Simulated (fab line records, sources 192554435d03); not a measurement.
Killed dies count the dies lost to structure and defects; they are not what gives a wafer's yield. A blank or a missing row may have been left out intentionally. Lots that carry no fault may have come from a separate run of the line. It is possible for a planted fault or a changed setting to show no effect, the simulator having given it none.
Chamber matching + flow n5Finfet + N5_FIN_SAQP_STRIP_55 on rieDiel-04 has 4 sister chambers
The step strips in N2/H2. 7 wafers are shown with their chamber, then 9 later ones without.

== EACH WAFER AND ITS CHAMBER ==
| wafer  | chamber | showerheadPlenumPTorr (Torr) | oesProductAu (a.u.) |
|--------|---------|------------------------------|---------------------|
| L078.3 | 3       | 3.18                         | 0.67                |
| L078.6 | 2       | 3.50                         | 0.80                |
| L082.4 | 0       | 3.38                         | 0.79                |
| L082.6 | 2       | 3.50                         | 0.76                |
| L085.1 | 0       | 3.37                         | 0.79                |
| L085.3 | 1       | 3.34                         | 0.70                |
| L085.5 | 1       | 3.34                         | 0.69                |

== WAFERS MISSING THEIR CHAMBER ==
| wafer  | showerheadPlenumPTorr (Torr) | oesProductAu (a.u.) |
|--------|------------------------------|---------------------|
| L087.1 | 3.58                         | 0.96                |
| L087.3 | 3.49                         | 0.76                |
| L087.4 | 3.34                         | 0.69                |
| L094.1 | 3.33                         | 0.68                |
| L094.2 | 3.37                         | 0.77                |
| L094.4 | 3.48                         | 0.75                |
| L096.3 | 3.56                         | 0.91                |
| L096.5 | 3.36                         | 0.79                |
| L096.6 | 3.56                         | 0.93                |

== THE CHAMBER EACH PASSED THROUGH ==
| wafer  | from the rows above | in truth                   |
|--------|---------------------|----------------------------|
| L087.1 | 2                   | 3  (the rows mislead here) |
| L087.3 | 2                   | 2                          |
| L087.4 | 1                   | 1                          |
| L094.1 | 1                   | 1                          |
| L094.2 | 0                   | 0                          |
| L094.4 | 2                   | 2                          |
| L096.3 | 2                   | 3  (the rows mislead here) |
| L096.5 | 0                   | 0                          |
| L096.6 | 2                   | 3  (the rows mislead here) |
Correct placement for 6 of the 9. Left unplaced by these rows: 0. Wrongly placed: 3.
How it was worked out, from the rows above alone: a wafer's distance from a chamber is the root of the sum, over the readings, of the square of ((its reading less the chamber's mean) divided by the reading's scatter). The wafer belongs to the nearest chamber; if the next one is less than 2 further off, it can't be placed. Each chamber's mean is taken over the wafers shown for it. The scatter: take each reading less its chamber's mean, square it, sum over the shown wafers, divide by the number of wafers less the number of chambers, and take the root.
